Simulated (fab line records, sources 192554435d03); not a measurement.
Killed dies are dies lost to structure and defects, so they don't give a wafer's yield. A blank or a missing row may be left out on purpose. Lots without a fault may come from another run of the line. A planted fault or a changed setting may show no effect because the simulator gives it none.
fab line records | flow n5_finfet
record lots=24 wafers=72 last_day=19
route steps=1938 shown BEOL_M11@1570 BEOL_M12@1612
lots that met no fault: from a run of the same line without faults
start_h: hours from the record's first day to the start of the lot's first wafer shown | wait_h: hours since the lot's step before | " the same as in the row above | L1.1+2: a row that stands for several wafers | - no value, or no start given | * or withheld: withheld | < > ~ a bound
route shown NAME@n: a module of which the file shows steps, and the number in the route of the first | usual: mean/standard deviation of fault-free wafers | same: alike in all rows | chamber/n: place in a boat | sites: the reading at each site | _std_site: their standard deviation | _edge_site: outer sites' mean less inner sites' | radius_mm: how far each site lies from the wafer's centre | mask NAME#n: copy n | behind: the tool/chamber that last shaped the wafer | hold: why the lot was held/for how many hours/how that ended | device: the transistor (n, p or np) that didn't switch | end of line: the same wafers' tests at the end of the route | a step without rows: its recipe alone | killed: dies lost to structure and defects at the first sort, not the wafer's yield | map: a wafer's dies, x killed, . not, _ none there
set.NAME: the setting as run; set.NAME@STEP: as run at that earlier step | model.NAME: the simulator's own value behind a step, which no gauge read
steps of the route over a sample of lots; a table a step, a row a wafer
## steps
# step N5_BEOL_M11_INSPECT_30
# recipe mode=adi inspect_instrument=brightfield
# usual raw_defect_count=428/100
# columns lot.wafer tool chamber start_h wait_h raw_defect_count
L074.2 defect_inspect-01 - 239.21 0.0 439
L074.3 " - " " 312
L074.5 " - " " 312
L075.3 defect_inspect-01 - 240.90 0.0 368
L075.4 " - " " 376
L075.6 " - " " 422
L076.1 defect_inspect-02 - 249.56 0.0 263
L076.2 " - " " 289
L076.6 " - " " 339
L077.3 defect_inspect-02 - 257.28 0.0 365
L077.4 " - " " 586
L077.5 " - " " 537
L078.1 defect_inspect-02 - 260.63 0.0 379
L078.2 " - " " 427
L078.4 " - " " 424
L080.1 defect_inspect-02 - 274.99 0.0 408
L080.2 " - " " 593
L080.6 " - " " 398
L079.1 defect_inspect-01 - 278.27 0.0 324
L079.3 " - " " 361
L079.6 " - " " 385
L081.1 defect_inspect-02 - 278.44 0.0 262
L081.4 " - " " 460
L081.6 " - " " 357
L083.2 defect_inspect-01 - 292.75 0.0 493
L083.3 " - " " 556
L083.4 " - " " 506
L082.2 defect_inspect-01 - 295.17 0.0 394
L082.4 " - " " 407
L082.5 " - " " 463
L086.1 defect_inspect-01 - 304.77 0.0 426
L086.3 " - " " 316
L086.5 " - " " 465
L084.4 defect_inspect-01 - 305.10 0.0 590
L084.5 " - " " 666
L084.6 " - " " 540
L085.3 defect_inspect-01 - 310.07 0.0 439
L085.4 " - " " 399
L085.5 " - " " 444
L089.1 defect_inspect-02 - 332.48 0.0 545
L089.2 " - " " 567
L089.6 " - " " 412
L088.1 defect_inspect-02 - 332.78 0.0 438
L088.3 " - " " 563
L088.4 " - " " 313
L087.3 defect_inspect-02 - 337.23 0.0 340
L087.4 " - " " 438
L087.6 " - " " 332
L090.1 defect_inspect-02 - 337.39 0.0 408
L090.2 " - " " 457
L090.4 " - " " 436
L091.4 defect_inspect-02 - 349.65 0.0 386
L091.5 " - " " 301
L091.6 " - " " 288
L093.1 defect_inspect-02 - 360.58 0.0 459
L093.2 " - " " 435
L093.5 " - " " 420
L092.1 defect_inspect-01 - 360.75 0.0 323
L092.3 " - " " 456
L092.4 " - " " 383
L094.1 defect_inspect-01 - 378.31 0.0 399
L094.3 " - " " 434
L094.5 " - " " 270
L095.4 defect_inspect-01 - 385.86 0.0 460
L095.5 " - " " 436
L095.6 " - " " 532
L097.2 defect_inspect-02 - 389.93 0.0 365
L097.3 " - " " 457
L097.5 " - " " 349
L096.3 defect_inspect-02 - 391.92 0.0 600
L096.5 " - " " 400
L096.6 " - " " 766
# step N5_BEOL_M11_OCD_MEAS_38
# usual trench_depth_nm=148/3.4
# columns lot.wafer tool chamber start_h wait_h trench_depth_nm
L074.2 ocd-01 - 240.37 - 151
L074.3 " - " " 147
L074.5 " - " " 156
L075.3 ocd-02 - 241.43 - 151
L075.4 " - " " 140
L075.6 " - " " 151
L076.1 ocd-02 - 250.08 - 153
L076.2 " - " " 148
L076.6 " - " " 147
L077.3 ocd-01 - 257.84 - 153
L077.4 " - " " 143
L077.5 " - " " 149
L078.1 ocd-02 - 261.18 - 147
L078.2 " - " " 151
L078.4 " - " " 144
L080.1 ocd-01 - 276.39 - 152
L080.2 " - " " 144
L080.6 " - " " 143
L079.1 ocd-01 - 278.80 - 150
L079.3 " - " " 145
L079.6 " - " " 143
L081.1 ocd-02 - 278.96 - 144
L081.4 " - " " 148
L081.6 " - " " 154
L083.2 ocd-02 - 293.48 - 152
L083.3 " - " " 146
L083.4 " - " " 148
L082.2 ocd-01 - 295.70 - 146
L082.4 " - " " 150
L082.5 " - " " 146
L086.1 ocd-02 - 305.30 - 150
L086.3 " - " " 148
L086.5 " - " " 150
L084.4 ocd-02 - 305.63 - 142
L084.5 " - " " 146
L084.6 " - " " 143
L085.3 ocd-01 - 310.90 - 145
L085.4 " - " " 151
L085.5 " - " " 152
L089.1 ocd-01 - 333.02 - 147
L089.2 " - " " 150
L089.6 " - " " 149
L088.1 ocd-01 - 333.31 - 151
L088.3 " - " " 145
L088.4 " - " " 143
L087.3 ocd-02 - 337.76 - 145
L087.4 " - " " 149
L087.6 " - " " 147
L090.1 ocd-02 - 338.14 - 152
L090.2 " - " " 142
L090.4 " - " " 150
L091.4 ocd-01 - 350.18 - 145
L091.5 " - " " 142
L091.6 " - " " 148
L093.1 ocd-02 - 361.72 - 151
L093.2 " - " " 145
L093.5 " - " " 152
L092.1 ocd-01 - 361.98 - 143
L092.3 " - " " 151
L092.4 " - " " 149
L094.1 ocd-01 - 378.89 - 148
L094.3 " - " " 151
L094.5 " - " " 149
L095.4 ocd-02 - 386.39 - 142
L095.5 " - " " 149
L095.6 " - " " 150
L097.2 ocd-01 - 390.46 - 152
L097.3 " - " " 151
L097.5 " - " " 144
L096.3 ocd-02 - 392.51 - 144
L096.5 " - " " 148
L096.6 " - " " 152
# step N5_BEOL_M11_SPUTTER_48
# recipe material=Cu target_thk_a=120 temp_c=-20 bias_v=60 power_w=26000 chamber_pressure_pa=0.13 time_s=2
# usual throttle_valve_pct=30.1/0.93
# columns lot.wafer tool chamber start_h wait_h throttle_valve_pct
L074.2 pvd_sputter-02 - 242.67 0.1 31.2
L074.3 " - " " 29.9
L074.5 " - " " 31.1
L075.3 pvd_sputter-01 - 242.99 0.1 30.4
L075.4 " - " " 30.2
L075.6 " - " " 31.0
L076.1 pvd_sputter-01 - 251.39 0.1 29.8
L076.2 " - " " 30.6
L076.6 " - " " 29.9
L077.3 pvd_sputter-03 - 260.96 0.1 30.4
L077.4 " - " " 30.4
L077.5 " - " " 30.0
L078.1 pvd_sputter-03 - 262.66 0.1 30.3
L078.2 " - " " 30.5
L078.4 " - " " 30.3
L080.1 pvd_sputter-01 - 279.47 0.1 30.5
L080.2 " - " " 28.1
L080.6 " - " " 29.9
L079.1 pvd_sputter-02 - 280.17 0.1 28.4
L079.3 " - " " 29.9
L079.6 " - " " 31.0
L081.1 pvd_sputter-01 - 280.77 0.2 31.0
L081.4 " - " " 28.2
L081.6 " - " " 29.9
L083.2 pvd_sputter-02 - 295.16 0.3 30.2
L083.3 " - " " 30.4
L083.4 " - " " 31.3
L082.2 pvd_sputter-01 - 298.66 0.1 31.2
L082.4 " - " " 30.2
L082.5 " - " " 28.1
L086.1 pvd_sputter-02 - 306.60 0.1 30.3
L086.3 " - " " 29.8
L086.5 " - " " 28.1
L084.4 pvd_sputter-02 - 306.96 0.0 31.0
L084.5 " - " " 29.7
L084.6 " - " " 30.2
L085.3 pvd_sputter-02 - 313.60 0.2 30.9
L085.4 " - " " 28.3
L085.5 " - " " 29.8
L089.1 pvd_sputter-02 - 334.39 0.1 30.2
L089.2 " - " " 31.0
L089.6 " - " " 30.2
L088.1 pvd_sputter-02 - 334.75 0.2 28.0
L088.3 " - " " 31.4
L088.4 " - " " 29.9
L087.3 pvd_sputter-01 - 339.35 0.1 30.0
L087.4 " - " " 30.9
L087.6 " - " " 29.8
L090.1 pvd_sputter-03 - 340.89 0.2 30.3
L090.2 " - " " 30.9
L090.4 " - " " 30.2
L091.4 pvd_sputter-02 - 351.75 0.0 28.2
L091.5 " - " " 28.3
L091.6 " - " " 31.2
L093.1 pvd_sputter-03 - 364.23 0.7 30.2
L093.2 " - " " 30.6
L093.5 " - " " 30.8
L092.1 pvd_sputter-02 - 365.09 0.3 31.1
L092.3 " - " " 30.3
L092.4 " - " " 28.3
L094.1 pvd_sputter-01 - 382.14 0.1 30.8
L094.3 " - " " 30.3
L094.5 " - " " 31.2
L095.4 pvd_sputter-03 - 387.76 0.0 30.5
L095.5 " - " " 30.1
L095.6 " - " " 30.9
L097.2 pvd_sputter-02 - 392.01 0.1 30.2
L097.3 " - " " 28.1
L097.5 " - " " 30.4
L096.3 pvd_sputter-01 - 393.77 0.1 29.9
L096.5 " - " " 31.2
L096.6 " - " " 30.0
# step N5_BEOL_M12_CD_MEAS_10
# recipe target_cd_nm=140 landing_energy_ev=500 detector=se_inlens polarity=opening
# usual cd_nm=139.1/2.3
# columns lot.wafer tool chamber start_h wait_h cd_nm
L074.2 cd_sem-03 0 244.15 - 139.4
L074.3 " 0 " " 140.1
L074.5 " 0 " " 138.3
L075.3 cd_sem-02 0 244.55 - 137.6
L075.4 " 0 " " 140.7
L075.6 " 0 " " 140.0
L076.1 cd_sem-03 0 252.83 - 135.8
L076.2 " 0 " " 140.5
L076.6 " 0 " " 138.5
L077.3 cd_sem-02 0 262.92 - 134.9
L077.4 " 0 " " 138.4
L077.5 " 0 " " 137.3
L078.1 cd_sem-02 0 265.06 - 138.7
L078.2 " 0 " " 144.6
L078.4 " 0 " " 141.0
L080.1 cd_sem-02 0 281.04 - 137.1
L080.2 " 0 " " 140.3
L080.6 " 0 " " 137.9
L079.1 cd_sem-02 0 281.79 - 141.4
L079.3 " 0 " " 142.6
L079.6 " 0 " " 142.2
L081.1 cd_sem-03 0 282.37 - 136.3
L081.4 " 0 " " 138.5
L081.6 " 0 " " 137.7
L083.2 cd_sem-01 0 296.97 - 140.1
L083.3 " 0 " " 139.4
L083.4 " 0 " " 139.0
L082.2 cd_sem-03 0 300.31 - 140.6
L082.4 " 0 " " 139.3
L082.5 " 0 " " 139.6
L086.1 cd_sem-03 0 308.24 - 139.1
L086.3 " 0 " " 141.3
L086.5 " 0 " " 135.9
L084.4 cd_sem-01 0 308.49 - 139.7
L084.5 " 0 " " 136.8
L084.6 " 0 " " 138.7
L085.3 cd_sem-03 0 315.11 - 138.7
L085.4 " 0 " " 138.4
L085.5 " 0 " " 140.6
L089.1 cd_sem-02 0 337.58 - 139.5
L089.2 " 0 " " 138.9
L089.6 " 0 " " 136.2
L088.1 cd_sem-02 0 338.30 - 140.0
L088.3 " 0 " " 141.0
L088.4 " 0 " " 136.0
L087.3 cd_sem-02 0 342.24 - 137.5
L087.4 " 0 " " 143.6
L087.6 " 0 " " 145.4
L090.1 cd_sem-01 0 343.19 - 139.1
L090.2 " 0 " " 139.9
L090.4 " 0 " " 138.9
L091.4 cd_sem-01 0 356.40 - 141.6
L091.5 " 0 " " 140.1
L091.6 " 0 " " 139.0
L093.1 cd_sem-01 0 367.73 - 138.5
L093.2 " 0 " " 137.5
L093.5 " 0 " " 137.4
L092.1 cd_sem-01 0 368.27 - 139.8
L092.3 " 0 " " 144.7
L092.4 " 0 " " 141.1
L094.1 cd_sem-02 0 386.73 - 135.4
L094.3 " 0 " " 138.3
L094.5 " 0 " " 138.4
L095.4 cd_sem-02 0 389.23 - 137.9
L095.5 " 0 " " 139.6
L095.6 " 0 " " 138.4
L097.2 cd_sem-02 0 393.45 - 143.1
L097.3 " 0 " " 140.0
L097.5 " 0 " " 143.1
L096.3 cd_sem-03 0 395.67 - 137.8
L096.5 " 0 " " 139.4
L096.6 " 0 " " 140.5
# step N5_BEOL_M12_OVL_MEAS_29
# recipe points_per_wafer=44
# usual M12_OVL=3/5.1
# columns lot.wafer tool chamber start_h wait_h M12_OVL[nm]
L074.2 overlay-01 0 245.20 0.0 7
L074.3 " 0 " " 10
L074.5 " 0 " " 8
L075.3 overlay-02 0 245.50 0.0 -5
L075.4 " 0 " " -1
L075.6 " 0 " " -8
L076.1 overlay-01 0 253.90 0.0 2
L076.2 " 0 " " 3
L076.6 " 0 " " 6
L077.3 overlay-02 0 263.98 0.0 1
L077.4 " 0 " " 2
L077.5 " 0 " " 1
L078.1 overlay-01 0 266.32 0.0 7
L078.2 " 0 " " 5
L078.4 " 0 " " -5
L080.1 overlay-01 0 281.98 0.0 4
L080.2 " 0 " " 9
L080.6 " 0 " " 10
L079.1 overlay-02 0 282.85 0.0 4
L079.3 " 0 " " -1
L079.6 " 0 " " 8
L081.1 overlay-01 0 283.87 0.0 4
L081.4 " 0 " " 3
L081.6 " 0 " " 4
L083.2 overlay-01 0 298.25 0.0 7
L083.3 " 0 " " 0
L083.4 " 0 " " 2
L082.2 overlay-02 0 301.37 0.0 6
L082.4 " 0 " " 8
L082.5 " 0 " " 11
L086.1 overlay-01 0 309.19 0.0 6
L086.3 " 0 " " 6
L086.5 " 0 " " 12
L084.4 overlay-01 0 309.45 0.0 -2
L084.5 " 0 " " 1
L084.6 " 0 " " -4
L085.3 overlay-02 0 316.19 0.0 3
L085.4 " 0 " " -3
L085.5 " 0 " " -7
L089.1 overlay-01 0 338.78 0.0 9
L089.2 " 0 " " 7
L089.6 " 0 " " 0
L088.1 overlay-01 0 339.48 0.0 7
L088.3 " 0 " " 7
L088.4 " 0 " " 1
L087.3 overlay-01 0 343.31 0.0 4
L087.4 " 0 " " 6
L087.6 " 0 " " 10
L090.1 overlay-01 0 344.26 0.0 3
L090.2 " 0 " " -1
L090.4 " 0 " " 1
L091.4 overlay-02 0 357.72 0.0 4
L091.5 " 0 " " -6
L091.6 " 0 " " -5
L093.1 overlay-02 0 368.79 0.0 1
L093.2 " 0 " " -4
L093.5 " 0 " " -6
L092.1 overlay-01 0 369.21 0.0 7
L092.3 " 0 " " 0
L092.4 " 0 " " -2
L094.1 overlay-01 0 387.82 0.0 1
L094.3 " 0 " " 3
L094.5 " 0 " " 5
L095.4 overlay-01 0 390.32 0.0 0
L095.5 " 0 " " -1
L095.6 " 0 " " -2
L097.2 overlay-01 0 394.52 0.0 5
L097.3 " 0 " " 15
L097.5 " 0 " " 5
L096.3 overlay-01 0 396.87 0.0 -1
L096.5 " 0 " " -1
L096.6 " 0 " " -5
# step N5_BEOL_M12_INSPECT_30
# recipe mode=adi inspect_instrument=macro
# usual raw_defect_count=2.1/1.3
# columns lot.wafer tool chamber start_h wait_h raw_defect_count
L074.2 defect_inspect-02 - 245.22 0.0 0
L074.3 " - " " 3
L074.5 " - " " 1
L075.3 defect_inspect-02 - 245.52 0.0 5
L075.4 " - " " 2
L075.6 " - " " 4
L076.1 defect_inspect-02 - 253.93 0.0 0
L076.2 " - " " 0
L076.6 " - " " 2
L077.3 defect_inspect-01 - 264.01 0.0 3
L077.4 " - " " 1
L077.5 " - " " 1
L078.1 defect_inspect-02 - 266.34 0.0 4
L078.2 " - " " 3
L078.4 " - " " 0
L080.1 defect_inspect-02 - 282.00 0.0 1
L080.2 " - " " 2
L080.6 " - " " 2
L079.1 defect_inspect-01 - 282.88 0.0 2
L079.3 " - " " 1
L079.6 " - " " 4
L081.1 defect_inspect-01 - 283.90 0.0 1
L081.4 " - " " 4
L081.6 " - " " 4
L083.2 defect_inspect-01 - 298.28 0.0 0
L083.3 " - " " 2
L083.4 " - " " 2
L082.2 defect_inspect-01 - 301.39 0.0 1
L082.4 " - " " 2
L082.5 " - " " 1
L086.1 defect_inspect-01 - 309.22 0.0 1
L086.3 " - " " 0
L086.5 " - " " 3
L084.4 defect_inspect-01 - 309.47 0.0 3
L084.5 " - " " 2
L084.6 " - " " 1
L085.3 defect_inspect-01 - 316.21 0.0 1
L085.4 " - " " 2
L085.5 " - " " 4
L089.1 defect_inspect-02 - 338.83 0.0 2
L089.2 " - " " 0
L089.6 " - " " 2
L088.1 defect_inspect-01 - 339.50 0.0 3
L088.3 " - " " 5
L088.4 " - " " 1
L087.3 defect_inspect-02 - 343.34 0.0 4
L087.4 " - " " 4
L087.6 " - " " 4
L090.1 defect_inspect-02 - 344.28 0.0 2
L090.2 " - " " 3
L090.4 " - " " 4
L091.4 defect_inspect-01 - 357.75 0.0 3
L091.5 " - " " 0
L091.6 " - " " 3
L093.1 defect_inspect-01 - 368.81 0.0 3
L093.2 " - " " 2
L093.5 " - " " 2
L092.1 defect_inspect-02 - 369.23 0.0 2
L092.3 " - " " 1
L092.4 " - " " 3
L094.1 defect_inspect-01 - 387.85 0.0 0
L094.3 " - " " 1
L094.5 " - " " 3
L095.4 defect_inspect-02 - 390.34 0.0 2
L095.5 " - " " 1
L095.6 " - " " 3
L097.2 defect_inspect-01 - 394.54 0.0 2
L097.3 " - " " 3
L097.5 " - " " 1
L096.3 defect_inspect-01 - 396.89 0.0 3
L096.5 " - " " 2
L096.6 " - " " 2
## key
fault none
